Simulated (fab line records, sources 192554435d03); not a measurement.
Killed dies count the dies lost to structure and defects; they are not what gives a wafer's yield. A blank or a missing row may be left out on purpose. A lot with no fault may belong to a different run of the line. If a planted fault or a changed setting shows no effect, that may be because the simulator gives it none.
fab line records / flow n5-finfet / part 2 of 2: steps 25 to 32 of 32
[record] lots = 5 wafers = 15 last-day = 15
route steps=1938 shown SD_EPI_N@287 SD_EPI_P@295
lots with no fault: from the same line, run without faults
start-h: hours from the record's first day to the start of the lot's first wafer shown / wait-h: hours from the lot's prior step to this one / " repeats the value in the row above / L1.1+2: one row covering several wafers at once / - no value present, or no start provided / * or withheld: withheld / < > ~ a bound
route shown NAME@n: NAME is a module with steps in the file, n the number in the route of the first one / usual: mean/standard deviation taken from wafers without a fault / same: alike in all rows / chamber/n: place in a boat / sites: readings site by site / _std_site: standard deviation of those values / _edge_site: outer sites' mean less inner sites' / radius-mm: for every site, how far away it sits from the centre of the wafer / mask NAME#n: copy n / behind: tool/chamber where the wafer was last shaped / hold: why the lot was held/for how many hours/how that ended / device: transistor that didn't switch, given as n, p or np / end of line: at the end of the route, the tests of the same wafers / a step without rows: its recipe alone / killed: at the first sort, the dies lost to defects and structure; wafer yield is something else / map: dies across one wafer; x = killed, . = not, _ = none there
set.NAME: the setting that was run; set.NAME@STEP: the one run at that earlier step / model.NAME: the simulator's own value behind a step, which no gauge read
lots at selected steps of the route; one table per step, one row per wafer
services: a tool's chamber out of use, with start hour (start-h, from the record's first day; less than 0 if before it), hours out, and reason
[[steps]]
[step N5_SD_EPI_P_ETCH_47]
[recipe] chemistry = CH3F/O2 target = SiOCN target-depth-a = 250 mask-material = SOC ion-energy-ev = 60 bias-w = 29 pressure-mtorr = 30 source-w = 410 Ar_flow_sccm = 150 CH3F_flow_sccm = 30 O2_flow_sccm = 20
[usual] CH3F_flow_sccm = 30.01/0.09 chamber-pressure-mTorr = 29.999/0.027 drypump-motor-current-A = 5.9/0.5 mfc-ar-sccm = 150.0/0.44 oes-product-au = 0.82/0.091 rf-vpp-V = 128/4.1 showerhead-plenum-p-Torr = 2.02/0.065 throttle-valve-pct = 16.23/0.15
lot.wafer=L081.3 tool=rie-diel-01 chamber=1 start-h=98.28 wait-h=0.1 CH3F_flow_sccm=30.19 chamber-pressure-mTorr=30.026 drypump-motor-current-A=5.4 mfc-ar-sccm=149.7 oes-product-au=0.93 rf-hours-counter-h=4 rf-vpp-V=131 showerhead-plenum-p-Torr=1.98 throttle-valve-pct=15.93
lot.wafer=L081.5 tool=rie-diel-01 chamber=2 start-h=98.28 wait-h=0.1 CH3F_flow_sccm=29.91 chamber-pressure-mTorr=30.036 drypump-motor-current-A=5.3 mfc-ar-sccm=150.2 oes-product-au=0.69 rf-hours-counter-h=- rf-vpp-V=131 showerhead-plenum-p-Torr=1.97 throttle-valve-pct=16.40
lot.wafer=L081.6 tool=rie-diel-01 chamber=1 start-h=98.28 wait-h=0.1 CH3F_flow_sccm=30.21 chamber-pressure-mTorr=29.981 drypump-motor-current-A=5.4 mfc-ar-sccm=150.0 oes-product-au=0.93 rf-hours-counter-h=- rf-vpp-V=130 showerhead-plenum-p-Torr=1.98 throttle-valve-pct=15.94
lot.wafer=L082.1 tool=rie-diel-05 chamber=0 start-h=100.59 wait-h=0.1 CH3F_flow_sccm=29.97 chamber-pressure-mTorr=29.992 drypump-motor-current-A=5.1 mfc-ar-sccm=149.9 oes-product-au=0.71 rf-hours-counter-h=166 rf-vpp-V=119 showerhead-plenum-p-Torr=1.91 throttle-valve-pct=16.19
lot.wafer=L082.5 tool=rie-diel-05 chamber=1 start-h=100.59 wait-h=0.1 CH3F_flow_sccm=30.04 chamber-pressure-mTorr=29.964 drypump-motor-current-A=5.9 mfc-ar-sccm=150.0 oes-product-au=0.66 rf-hours-counter-h=- rf-vpp-V=127 showerhead-plenum-p-Torr=2.06 throttle-valve-pct=16.27
lot.wafer=L082.6 tool=rie-diel-05 chamber=0 start-h=100.59 wait-h=0.1 CH3F_flow_sccm=30.07 chamber-pressure-mTorr=29.980 drypump-motor-current-A=5.1 mfc-ar-sccm=150.2 oes-product-au=0.71 rf-hours-counter-h=- rf-vpp-V=118 showerhead-plenum-p-Torr=1.91 throttle-valve-pct=16.21
lot.wafer=L083.2 tool=rie-diel-03 chamber=0 start-h=110.15 wait-h=0.1 CH3F_flow_sccm=29.98 chamber-pressure-mTorr=29.971 drypump-motor-current-A=6.0 mfc-ar-sccm=150.4 oes-product-au=0.88 rf-hours-counter-h=40 rf-vpp-V=133 showerhead-plenum-p-Torr=2.02 throttle-valve-pct=16.18
lot.wafer=L083.3 tool=rie-diel-03 chamber=3 start-h=110.15 wait-h=0.1 CH3F_flow_sccm=29.89 chamber-pressure-mTorr=30.027 drypump-motor-current-A=6.6 mfc-ar-sccm=150.3 oes-product-au=0.94 rf-hours-counter-h=10 rf-vpp-V=126 showerhead-plenum-p-Torr=2.15 throttle-valve-pct=16.13
lot.wafer=L083.4 tool=rie-diel-03 chamber=1 start-h=110.15 wait-h=0.1 CH3F_flow_sccm=30.03 chamber-pressure-mTorr=29.993 drypump-motor-current-A=6.6 mfc-ar-sccm=150.3 oes-product-au=0.78 rf-hours-counter-h=135 rf-vpp-V=131 showerhead-plenum-p-Torr=1.98 throttle-valve-pct=16.25
lot.wafer=L084.1 tool=rie-diel-05 chamber=2 start-h=117.53 wait-h=0.1 CH3F_flow_sccm=29.99 chamber-pressure-mTorr=30.013 drypump-motor-current-A=5.0 mfc-ar-sccm=150.1 oes-product-au=0.86 rf-hours-counter-h=50 rf-vpp-V=130 showerhead-plenum-p-Torr=1.93 throttle-valve-pct=16.15
lot.wafer=L084.2 tool=rie-diel-05 chamber=0 start-h=117.53 wait-h=0.1 CH3F_flow_sccm=29.94 chamber-pressure-mTorr=29.993 drypump-motor-current-A=5.2 mfc-ar-sccm=151.0 oes-product-au=0.71 rf-hours-counter-h=170 rf-vpp-V=119 showerhead-plenum-p-Torr=1.91 throttle-valve-pct=16.21
lot.wafer=L084.5 tool=rie-diel-05 chamber=2 start-h=117.53 wait-h=0.1 CH3F_flow_sccm=29.94 chamber-pressure-mTorr=29.995 drypump-motor-current-A=5.0 mfc-ar-sccm=150.2 oes-product-au=0.87 rf-hours-counter-h=- rf-vpp-V=130 showerhead-plenum-p-Torr=1.93 throttle-valve-pct=16.17
lot.wafer=L088.2 tool=rie-diel-03 chamber=3 start-h=139.04 wait-h=0.1 CH3F_flow_sccm=29.91 chamber-pressure-mTorr=30.024 drypump-motor-current-A=6.5 mfc-ar-sccm=150.6 oes-product-au=0.92 rf-hours-counter-h=16 rf-vpp-V=126 showerhead-plenum-p-Torr=2.15 throttle-valve-pct=16.13
lot.wafer=L088.3 tool=rie-diel-03 chamber=2 start-h=139.04 wait-h=0.1 CH3F_flow_sccm=30.12 chamber-pressure-mTorr=29.999 drypump-motor-current-A=5.8 mfc-ar-sccm=150.3 oes-product-au=0.78 rf-hours-counter-h=94 rf-vpp-V=126 showerhead-plenum-p-Torr=2.03 throttle-valve-pct=16.23
lot.wafer=L088.6 tool=rie-diel-03 chamber=1 start-h=139.04 wait-h=0.1 CH3F_flow_sccm=30.00 chamber-pressure-mTorr=30.007 drypump-motor-current-A=6.6 mfc-ar-sccm=150.2 oes-product-au=0.79 rf-hours-counter-h=- rf-vpp-V=130 showerhead-plenum-p-Torr=1.98 throttle-valve-pct=16.26
[step N5_SD_EPI_P_ETCH_16]
[recipe] chemistry = CHF3/O2 target = SiO2 target-depth-a = 50 mask-material = SOC pressure-mtorr = 30 source-w = 650 bias-w = 170 Ar_flow_sccm = 200 CHF3_flow_sccm = 50 O2_flow_sccm = 5 ion-energy-ev = 200
[usual] chamber-pressure-mTorr = 29.997/0.028 drypump-motor-current-A = 5.9/0.5 mfc-ar-sccm = 199.9/0.66 oes-product-au = 0.82/0.09 rf-vpp-V = 525/18 showerhead-plenum-p-Torr = 2.43/0.077 throttle-valve-pct = 18.81/0.14
lot.wafer=L081.3 tool=rie-diel-01 chamber=1 start-h=98.38 wait-h=0.1 chamber-pressure-mTorr=30.028 drypump-motor-current-A=5.4 mfc-ar-sccm=199.4 oes-product-au=0.92 rf-hours-counter-h=4 rf-vpp-V=536 showerhead-plenum-p-Torr=2.39 throttle-valve-pct=18.52
lot.wafer=L081.5 tool=rie-diel-01 chamber=2 start-h=98.38 wait-h=0.1 chamber-pressure-mTorr=30.016 drypump-motor-current-A=5.3 mfc-ar-sccm=201.9 oes-product-au=0.68 rf-hours-counter-h=- rf-vpp-V=537 showerhead-plenum-p-Torr=2.37 throttle-valve-pct=18.91
lot.wafer=L081.6 tool=rie-diel-01 chamber=1 start-h=98.38 wait-h=0.1 chamber-pressure-mTorr=29.977 drypump-motor-current-A=5.4 mfc-ar-sccm=199.4 oes-product-au=0.92 rf-hours-counter-h=- rf-vpp-V=537 showerhead-plenum-p-Torr=2.39 throttle-valve-pct=18.54
lot.wafer=L082.1 tool=rie-diel-05 chamber=0 start-h=100.69 wait-h=0.1 chamber-pressure-mTorr=29.992 drypump-motor-current-A=5.1 mfc-ar-sccm=200.9 oes-product-au=0.72 rf-hours-counter-h=166 rf-vpp-V=485 showerhead-plenum-p-Torr=2.31 throttle-valve-pct=18.75
lot.wafer=L082.5 tool=rie-diel-05 chamber=1 start-h=100.69 wait-h=0.1 chamber-pressure-mTorr=30.023 drypump-motor-current-A=6.0 mfc-ar-sccm=200.2 oes-product-au=0.67 rf-hours-counter-h=- rf-vpp-V=525 showerhead-plenum-p-Torr=2.47 throttle-valve-pct=18.75
lot.wafer=L082.6 tool=rie-diel-05 chamber=0 start-h=100.69 wait-h=0.1 chamber-pressure-mTorr=29.971 drypump-motor-current-A=5.1 mfc-ar-sccm=199.6 oes-product-au=0.72 rf-hours-counter-h=- rf-vpp-V=486 showerhead-plenum-p-Torr=2.31 throttle-valve-pct=18.75
lot.wafer=L083.2 tool=rie-diel-03 chamber=0 start-h=110.25 wait-h=0.1 chamber-pressure-mTorr=29.960 drypump-motor-current-A=6.0 mfc-ar-sccm=199.5 oes-product-au=0.88 rf-hours-counter-h=40 rf-vpp-V=546 showerhead-plenum-p-Torr=2.43 throttle-valve-pct=18.80
lot.wafer=L083.3 tool=rie-diel-03 chamber=3 start-h=110.25 wait-h=0.1 chamber-pressure-mTorr=29.991 drypump-motor-current-A=6.5 mfc-ar-sccm=200.1 oes-product-au=0.93 rf-hours-counter-h=10 rf-vpp-V=514 showerhead-plenum-p-Torr=2.59 throttle-valve-pct=18.77
lot.wafer=L083.4 tool=rie-diel-03 chamber=1 start-h=110.25 wait-h=0.1 chamber-pressure-mTorr=29.940 drypump-motor-current-A=6.6 mfc-ar-sccm=200.1 oes-product-au=0.78 rf-hours-counter-h=135 rf-vpp-V=538 showerhead-plenum-p-Torr=2.39 throttle-valve-pct=18.83
lot.wafer=L084.1 tool=rie-diel-05 chamber=2 start-h=117.63 wait-h=0.1 chamber-pressure-mTorr=30.006 drypump-motor-current-A=5.1 mfc-ar-sccm=199.3 oes-product-au=0.87 rf-hours-counter-h=50 rf-vpp-V=534 showerhead-plenum-p-Torr=2.33 throttle-valve-pct=18.72
lot.wafer=L084.2 tool=rie-diel-05 chamber=0 start-h=117.63 wait-h=0.1 chamber-pressure-mTorr=30.009 drypump-motor-current-A=5.1 mfc-ar-sccm=198.5 oes-product-au=0.72 rf-hours-counter-h=170 rf-vpp-V=487 showerhead-plenum-p-Torr=2.30 throttle-valve-pct=18.75
lot.wafer=L084.5 tool=rie-diel-05 chamber=2 start-h=117.63 wait-h=0.1 chamber-pressure-mTorr=29.986 drypump-motor-current-A=5.1 mfc-ar-sccm=200.5 oes-product-au=0.88 rf-hours-counter-h=- rf-vpp-V=534 showerhead-plenum-p-Torr=2.33 throttle-valve-pct=18.71
lot.wafer=L088.2 tool=rie-diel-03 chamber=3 start-h=139.14 wait-h=0.1 chamber-pressure-mTorr=29.993 drypump-motor-current-A=6.5 mfc-ar-sccm=200.7 oes-product-au=0.92 rf-hours-counter-h=16 rf-vpp-V=515 showerhead-plenum-p-Torr=2.59 throttle-valve-pct=18.82
lot.wafer=L088.3 tool=rie-diel-03 chamber=2 start-h=139.14 wait-h=0.1 chamber-pressure-mTorr=29.961 drypump-motor-current-A=5.7 mfc-ar-sccm=199.2 oes-product-au=0.78 rf-hours-counter-h=94 rf-vpp-V=514 showerhead-plenum-p-Torr=2.44 throttle-valve-pct=18.78
lot.wafer=L088.6 tool=rie-diel-03 chamber=1 start-h=139.14 wait-h=0.1 chamber-pressure-mTorr=30.024 drypump-motor-current-A=6.6 mfc-ar-sccm=200.2 oes-product-au=0.78 rf-hours-counter-h=- rf-vpp-V=538 showerhead-plenum-p-Torr=2.39 throttle-valve-pct=18.83
[step N5_SD_EPI_P_STRIP_50]
[recipe] chemistry = CHF3/O2 resist = SiARC rf-frequency-hz = 6e+07
lot.wafer=L081.3+5+6 tool=rie-diel-01 chamber=1,2,1 start-h=98.42 wait-h=0.0
lot.wafer=L082.1+5+6 tool=rie-diel-05 chamber=0,1,0 start-h=100.73 wait-h=0.0
lot.wafer=L083.2+3+4 tool=rie-diel-03 chamber=0,3,1 start-h=110.29 wait-h=0.0
lot.wafer=L084.1+2+5 tool=rie-diel-05 chamber=2,0,2 start-h=117.67 wait-h=0.0
lot.wafer=L088.2+3+6 tool=rie-diel-03 chamber=3,2,1 start-h=139.18 wait-h=0.0
[step N5_SD_EPI_P_SD_RECESS_17]
[recipe] chemistry = HBr/Cl2/O2 target-depth-a = 391 bt-time-s = 3 pressure-mtorr = 10 icp-w = 800 bias-w = 112 HBr_flow_sccm = 150 Cl2_flow_sccm = 80 O2_flow_sccm = 12
[usual] chamber-pressure-mTorr = 9.998/0.0082 drypump-motor-current-A = 5.9/0.36 oes-product-au = 1.001/0.016 throttle-valve-pct = 36.8/0.37
lot.wafer=L081.3 tool=rie-si-06 chamber=0 start-h=98.45 wait-h=0.0 chamber-pressure-mTorr=9.998 drypump-motor-current-A=5.2 oes-product-au=1.019 rf-hours-counter-h=37 throttle-valve-pct=37.1
lot.wafer=L081.5 tool=rie-si-06 chamber=2 start-h=98.45 wait-h=0.0 chamber-pressure-mTorr=9.996 drypump-motor-current-A=6.1 oes-product-au=0.983 rf-hours-counter-h=- throttle-valve-pct=36.2
lot.wafer=L081.6 tool=rie-si-06 chamber=3 start-h=98.45 wait-h=0.0 chamber-pressure-mTorr=9.994 drypump-motor-current-A=6.3 oes-product-au=0.991 rf-hours-counter-h=- throttle-valve-pct=36.7
lot.wafer=L082.1 tool=rie-si-06 chamber=0 start-h=100.76 wait-h=0.0 chamber-pressure-mTorr=9.989 drypump-motor-current-A=5.2 oes-product-au=1.021 rf-hours-counter-h=37 throttle-valve-pct=37.1
lot.wafer=L082.5 tool=rie-si-06 chamber=0 start-h=100.76 wait-h=0.0 chamber-pressure-mTorr=9.995 drypump-motor-current-A=5.2 oes-product-au=1.027 rf-hours-counter-h=- throttle-valve-pct=37.1
lot.wafer=L082.6 tool=rie-si-06 chamber=1 start-h=100.76 wait-h=0.0 chamber-pressure-mTorr=9.994 drypump-motor-current-A=6.2 oes-product-au=1.013 rf-hours-counter-h=- throttle-valve-pct=36.9
lot.wafer=L083.2 tool=rie-si-04 chamber=3 start-h=110.32 wait-h=0.0 chamber-pressure-mTorr=10.007 drypump-motor-current-A=5.7 oes-product-au=1.009 rf-hours-counter-h=28 throttle-valve-pct=36.7
lot.wafer=L083.3 tool=rie-si-04 chamber=2 start-h=110.32 wait-h=0.0 chamber-pressure-mTorr=9.996 drypump-motor-current-A=5.9 oes-product-au=0.979 rf-hours-counter-h=142 throttle-valve-pct=36.6
lot.wafer=L083.4 tool=rie-si-04 chamber=3 start-h=110.32 wait-h=0.0 chamber-pressure-mTorr=10.002 drypump-motor-current-A=5.7 oes-product-au=1.011 rf-hours-counter-h=- throttle-valve-pct=36.7
lot.wafer=L084.1 tool=rie-si-04 chamber=0 start-h=117.70 wait-h=0.0 chamber-pressure-mTorr=9.994 drypump-motor-current-A=5.6 oes-product-au=1.004 rf-hours-counter-h=41 throttle-valve-pct=37.3
lot.wafer=L084.2 tool=rie-si-04 chamber=3 start-h=117.70 wait-h=0.0 chamber-pressure-mTorr=10.008 drypump-motor-current-A=5.7 oes-product-au=1.013 rf-hours-counter-h=28 throttle-valve-pct=36.7
lot.wafer=L084.5 tool=rie-si-04 chamber=2 start-h=117.70 wait-h=0.0 chamber-pressure-mTorr=9.998 drypump-motor-current-A=5.9 oes-product-au=0.988 rf-hours-counter-h=- throttle-valve-pct=36.6
lot.wafer=L088.2 tool=rie-si-06 chamber=2 start-h=139.21 wait-h=0.0 chamber-pressure-mTorr=9.997 drypump-motor-current-A=6.1 oes-product-au=0.987 rf-hours-counter-h=11 throttle-valve-pct=36.2
lot.wafer=L088.3 tool=rie-si-06 chamber=3 start-h=139.21 wait-h=0.0 chamber-pressure-mTorr=9.986 drypump-motor-current-A=6.3 oes-product-au=0.987 rf-hours-counter-h=125 throttle-valve-pct=36.7
lot.wafer=L088.6 tool=rie-si-06 chamber=2 start-h=139.21 wait-h=0.0 chamber-pressure-mTorr=10.005 drypump-motor-current-A=6.1 oes-product-au=0.989 rf-hours-counter-h=- throttle-valve-pct=36.2
[step N5_SD_EPI_P_WET_ETCH_45]
[recipe] chemistry = dHF dilution = withheld time-s = 10.7 target = SiO2 target-depth-a = 20 temp-c = 25 dry = ipa-marangoni rinse-time-s = 30 rinse-temp-c = 23
lot.wafer=L081.3+5+6 tool=wet-bench-05 chamber=6,7,5 start-h=98.54 wait-h=0.1
lot.wafer=L082.1+5+6 tool=wet-bench-03 chamber=7,6,5 start-h=100.86 wait-h=0.1
lot.wafer=L083.2+3+4 tool=wet-bench-05 chamber=7,5,2 start-h=110.42 wait-h=0.1
lot.wafer=L084.1+2+5 tool=wet-bench-04 chamber=2,6,5 start-h=117.79 wait-h=0.1
lot.wafer=L088.2+3+6 tool=wet-bench-05 chamber=1,0,7 start-h=139.30 wait-h=0.1
[step N5_SD_EPI_P_STRIP_40]
[recipe] chemistry = N2/H2 power-w = 1000 temp-c = 250 h2-frac = 0.65 overash-fraction = 0.3 pressure-mtorr = withheld n2-flow-sccm = 1750 h2-flow-sccm = 3250
[usual] drypump-motor-current-A = 5.6/0.41 heater-power-w = 356/24 oes-product-au = 0.762/0.011
lot.wafer=L081.3 tool=plasma-asher-02 chamber=1 start-h=98.61 wait-h=0.0 drypump-motor-current-A=5.8 heater-power-w=320 oes-product-au=0.755 rf-hours-counter-h=-
lot.wafer=L081.5 tool=plasma-asher-02 chamber=0 start-h=98.61 wait-h=0.0 drypump-motor-current-A=5.2 heater-power-w=358 oes-product-au=0.753 rf-hours-counter-h=-
lot.wafer=L081.6 tool=plasma-asher-02 chamber=1 start-h=98.61 wait-h=0.0 drypump-motor-current-A=5.7 heater-power-w=323 oes-product-au=0.767 rf-hours-counter-h=-
lot.wafer=L082.1 tool=plasma-asher-02 chamber=0 start-h=100.91 wait-h=0.0 drypump-motor-current-A=5.1 heater-power-w=366 oes-product-au=0.760 rf-hours-counter-h=82
lot.wafer=L082.5 tool=plasma-asher-02 chamber=0 start-h=100.91 wait-h=0.0 drypump-motor-current-A=5.1 heater-power-w=367 oes-product-au=0.769 rf-hours-counter-h=-
lot.wafer=L082.6 tool=plasma-asher-02 chamber=1 start-h=100.91 wait-h=0.0 drypump-motor-current-A=5.7 heater-power-w=321 oes-product-au=0.752 rf-hours-counter-h=-
lot.wafer=L083.2 tool=plasma-asher-02 chamber=0 start-h=110.47 wait-h=0.0 drypump-motor-current-A=5.1 heater-power-w=365 oes-product-au=0.751 rf-hours-counter-h=84
lot.wafer=L083.3 tool=plasma-asher-02 chamber=0 start-h=110.47 wait-h=0.0 drypump-motor-current-A=5.1 heater-power-w=365 oes-product-au=0.767 rf-hours-counter-h=-
lot.wafer=L083.4 tool=plasma-asher-02 chamber=1 start-h=110.47 wait-h=0.0 drypump-motor-current-A=5.7 heater-power-w=317 oes-product-au=0.750 rf-hours-counter-h=-
lot.wafer=L084.1 tool=plasma-asher-02 chamber=0 start-h=117.84 wait-h=0.0 drypump-motor-current-A=5.2 heater-power-w=360 oes-product-au=0.758 rf-hours-counter-h=85
lot.wafer=L084.2 tool=plasma-asher-02 chamber=1 start-h=117.84 wait-h=0.0 drypump-motor-current-A=5.8 heater-power-w=325 oes-product-au=0.771 rf-hours-counter-h=85
lot.wafer=L084.5 tool=plasma-asher-02 chamber=1 start-h=117.84 wait-h=0.0 drypump-motor-current-A=5.8 heater-power-w=317 oes-product-au=0.768 rf-hours-counter-h=-
lot.wafer=L088.2 tool=plasma-asher-01 chamber=1 start-h=139.35 wait-h=0.0 drypump-motor-current-A=6.2 heater-power-w=393 oes-product-au=0.763 rf-hours-counter-h=58
lot.wafer=L088.3 tool=plasma-asher-01 chamber=1 start-h=139.35 wait-h=0.0 drypump-motor-current-A=6.3 heater-power-w=380 oes-product-au=0.752 rf-hours-counter-h=-
lot.wafer=L088.6 tool=plasma-asher-01 chamber=0 start-h=139.35 wait-h=0.0 drypump-motor-current-A=5.4 heater-power-w=354 oes-product-au=0.774 rf-hours-counter-h=-
[step N5_SD_EPI_P_PRECLEAN_52]
[recipe] chemistry = O3/DIW time-s = 60 temp-c = 22 o3-ppm = 10
lot.wafer=L081.3+5+6 tool=wet-bench-03 chamber=3,7,1 start-h=98.68 wait-h=-
lot.wafer=L082.1+5+6 tool=wet-bench-04 chamber=3,0,4 start-h=101.00 wait-h=-
lot.wafer=L083.2+3+4 tool=wet-bench-04 chamber=0,2,6 start-h=110.55 wait-h=-
lot.wafer=L084.1+2+5 tool=wet-bench-05 chamber=0,5,6 start-h=117.93 wait-h=-
lot.wafer=L088.2+3+6 tool=wet-bench-04 chamber=6,0,5 start-h=139.44 wait-h=-
[step N5_SD_EPI_P_SRD_20]
[recipe] dry = ipa-marangoni do-ppb = 5 time-s = 30 temp-c = 23 rinse-liquid = diw
lot.wafer=L081.3+5+6 tool=wet-bench-03 chamber=3,7,1 start-h=98.70 wait-h=0.0
lot.wafer=L082.1+5+6 tool=wet-bench-04 chamber=3,0,4 start-h=101.01 wait-h=0.0
lot.wafer=L083.2+3+4 tool=wet-bench-04 chamber=0,2,6 start-h=110.57 wait-h=0.0
lot.wafer=L084.1+2+5 tool=wet-bench-05 chamber=0,5,6 start-h=117.95 wait-h=0.0
lot.wafer=L088.2+3+6 tool=wet-bench-04 chamber=6,0,5 start-h=139.46 wait-h=0.0
[[services]]
tool=arfi-scanner-03 chamber=- start-h=74.55 hours=3.1 kind=pm
tool=rie-si-06 chamber=0 start-h=74.82 hours=4.1 kind=repair
tool=rie-diel-01 chamber=2 start-h=76.26 hours=18.7 kind=repair
tool=rie-diel-05 chamber=3 start-h=77.89 hours=10.9 kind=repair
tool=rie-diel-03 chamber=0 start-h=77.97 hours=4.1 kind=repair
tool=arfi-scanner-01 chamber=- start-h=80.61 hours=21.0 kind=pm
tool=arfi-scanner-03 chamber=- start-h=85.25 hours=1.0 kind=pm
tool=rie-diel-01 chamber=3 start-h=87.47 hours=5.0 kind=repair
tool=wet-bench-03 chamber=- start-h=88.96 hours=2.3 kind=repair
tool=rie-si-04 chamber=1 start-h=91.15 hours=37.1 kind=repair
tool=arfi-scanner-03 chamber=- start-h=103.10 hours=0.8 kind=pm
tool=ald-sin-03 chamber=- start-h=107.42 hours=14.6 kind=pm
tool=arfi-scanner-02 chamber=- start-h=114.40 hours=0.7 kind=repair
tool=rie-diel-01 chamber=- start-h=116.47 hours=2.8 kind=pm
tool=arfi-scanner-01 chamber=- start-h=117.83 hours=0.8 kind=pm
tool=rie-diel-05 chamber=0 start-h=118.41 hours=3.1 kind=repair
tool=epi-rpcvd-03 chamber=- start-h=121.96 hours=14.6 kind=pm
tool=ald-sin-03 chamber=- start-h=123.64 hours=3.7 kind=repair
tool=arfi-scanner-01 chamber=- start-h=125.25 hours=1.0 kind=pm
tool=ald-sin-03 chamber=- start-h=129.82 hours=1.7 kind=repair
tool=arfi-scanner-03 chamber=- start-h=132.04 hours=4.9 kind=pm
tool=rie-diel-03 chamber=- start-h=134.45 hours=2.8 kind=pm
tool=arfi-scanner-02 chamber=- start-h=135.32 hours=0.8 kind=pm
tool=rie-diel-05 chamber=- start-h=139.00 hours=2.8 kind=pm
